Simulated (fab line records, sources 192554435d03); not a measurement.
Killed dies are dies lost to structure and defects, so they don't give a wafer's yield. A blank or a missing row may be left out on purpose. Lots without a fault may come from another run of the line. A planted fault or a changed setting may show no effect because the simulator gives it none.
Chamber matching | flow n5_finfet | N5_GATE_CUT_ETCH_37 on rie_diel-03: 4 sister chambers
The step etches SOC in N2/H2, target depth 60 nm, overetch 12 nm, time 90 s. 4 wafers are shown with their chamber, then 9 later ones without.

WAFERS WITH THEIR CHAMBER
wafer  | chamber | showerhead_plenum_p_Torr (Torr)
L084.5 | 1       | 2.63
L085.2 | 2       | 2.43
L085.3 | 3       | 2.54
L085.6 | 0       | 2.50

WAFERS WITHOUT THEIR CHAMBER
wafer  | showerhead_plenum_p_Torr (Torr)
L090.2 | 2.42
L090.3 | 2.54
L090.6 | 2.62
L092.3 | 2.54
L092.5 | 2.42
L092.6 | 2.62
L093.1 | 2.62
L093.3 | 2.49
L093.6 | 2.62

WHICH CHAMBER EACH WENT THROUGH
wafer  | from the rows above | in truth
L090.2 | 2                   | 2
L090.3 | 3                   | 3
L090.6 | 1                   | 1
L092.3 | 3                   | 3
L092.5 | 2                   | 2
L092.6 | 1                   | 1
L093.1 | 1                   | 1
L093.3 | 0                   | 0
L093.6 | 1                   | 1
Placed correctly: 9 of 9. Can't be placed from these rows: 0. Placed wrongly: 0.
How it was worked out, from the rows above alone: a wafer's distance from a chamber is the root of the sum, over the readings, of the square of ((its reading less the chamber's mean) divided by the reading's scatter). The wafer belongs to the nearest chamber; if the next one is less than 2 further off, it can't be placed. A chamber's mean is the mean of its shown wafers. The scatter: with one shown wafer a chamber, the root of the mean of the squares of how far each hidden wafer lies from its nearest shown one.
